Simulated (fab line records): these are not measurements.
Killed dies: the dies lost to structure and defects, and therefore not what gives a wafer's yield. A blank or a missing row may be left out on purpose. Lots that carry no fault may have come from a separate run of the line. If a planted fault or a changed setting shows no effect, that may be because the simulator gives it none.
Which tool was responsible? || flow nand-harc || 6 lots with 18 wafers sampled at 5 steps, on a route of 1302 steps

## WHAT EACH GAUGE READ, for each wafer
NHARC_END_SORT_01.
lot || measured || on || killed-at-array

## WHICH TOOL RAN EACH LOT (tool, then ch and the chambers of the sampled wafers, then the start)
{"lot": "L720", "NHARC_A_CONTACT_DEP_24": "pecvd-02 ch 0,1,2, day 21 15:27", "NHARC_A_CONTACT_ETCH_50": "rie-diel-02 ch 0,2,3, day 21 23:46", "NHARC_A_CONTACT_ETCH_112": "har-cap-etch-03 ch 0,1, day 22 01:25", "NHARC_A_CONTACT_ETCH_116": "har-cap-etch-03 ch 0,1, day 22 02:05"}
{"lot": "L721", "NHARC_A_CONTACT_DEP_24": "pecvd-01 ch 0,2, day 22 03:38", "NHARC_A_CONTACT_ETCH_50": "rie-diel-03 ch 1,2, day 22 09:52", "NHARC_A_CONTACT_ETCH_112": "har-cap-etch-01 ch 0,1, day 22 11:25", "NHARC_A_CONTACT_ETCH_116": "har-cap-etch-01 ch 0,1, day 22 12:06"}
{"lot": "L730", "NHARC_A_CONTACT_DEP_24": "pecvd-01 ch 0,1,2, day 26 00:22", "NHARC_A_CONTACT_ETCH_50": "rie-diel-12 ch 0,1,2, day 26 06:46", "NHARC_A_CONTACT_ETCH_112": "har-cap-etch-02 ch 0,1, day 26 08:16", "NHARC_A_CONTACT_ETCH_116": "har-cap-etch-02 ch 0,1, day 26 08:58"}
{"lot": "L737", "NHARC_A_CONTACT_DEP_24": "pecvd-04 ch 0,1,2, day 28 08:42", "NHARC_A_CONTACT_ETCH_50": "rie-diel-02 ch 1,2,3, day 28 15:43", "NHARC_A_CONTACT_ETCH_112": "har-cap-etch-02 ch 0,1, day 28 17:14", "NHARC_A_CONTACT_ETCH_116": "har-cap-etch-02 ch 0,1, day 28 17:55"}
{"lot": "L739", "NHARC_A_CONTACT_DEP_24": "pecvd-04 ch 0,1,2, day 29 06:59", "NHARC_A_CONTACT_ETCH_50": "rie-diel-03 ch 1,2,3, day 29 14:34", "NHARC_A_CONTACT_ETCH_112": "har-cap-etch-03 ch 0,1, day 29 16:07", "NHARC_A_CONTACT_ETCH_116": "har-cap-etch-03 ch 0,1, day 29 16:48"}
{"lot": "L741", "NHARC_A_CONTACT_DEP_24": "pecvd-01 ch 2, day 30 15:43", "NHARC_A_CONTACT_ETCH_50": "rie-diel-12 ch 0,3, day 30 22:16", "NHARC_A_CONTACT_ETCH_112": "har-cap-etch-03 ch 0,1, day 30 23:49", "NHARC_A_CONTACT_ETCH_116": "har-cap-etch-03 ch 0,1, day 31 00:44"}
- NHARC_A_CONTACT_DEP_24: deposits SiO2, target thk 500 nm.
- NHARC_A_CONTACT_ETCH_50: etches the open film in CF4/CHF3, target depth 121 nm, time 60.5 s.
- NHARC_A_CONTACT_ETCH_112: etches the open film in C4F8/O2/Ar, time 190 s, target depth 1850 nm.
- NHARC_A_CONTACT_ETCH_116: etches the open film in C4F8/O2/Ar, time 190 s, target depth 1850 nm.

## THE ANSWER, worked out from the rows above alone
Rule: usual is defined by the lots themselves. Put in order of their means at a reading, lots are off if they are a third of the lots or fewer, leave a main group of 4 or more, and stand apart from it by a gap of 3 or more times the standard deviation of the main group's means; of several such gaps the widest counts. If all means in a main group match to the digits the tables above print for the reading, that group is not used. Also off: a lot with no number at a reading for which 4 or more lots have one. Any other lot the step has rows for is counted as sound.
Across all readings shown, no lot is off: no conclusion can be drawn from this.

## WHAT WAS PUT IN BY THE SIMULATOR
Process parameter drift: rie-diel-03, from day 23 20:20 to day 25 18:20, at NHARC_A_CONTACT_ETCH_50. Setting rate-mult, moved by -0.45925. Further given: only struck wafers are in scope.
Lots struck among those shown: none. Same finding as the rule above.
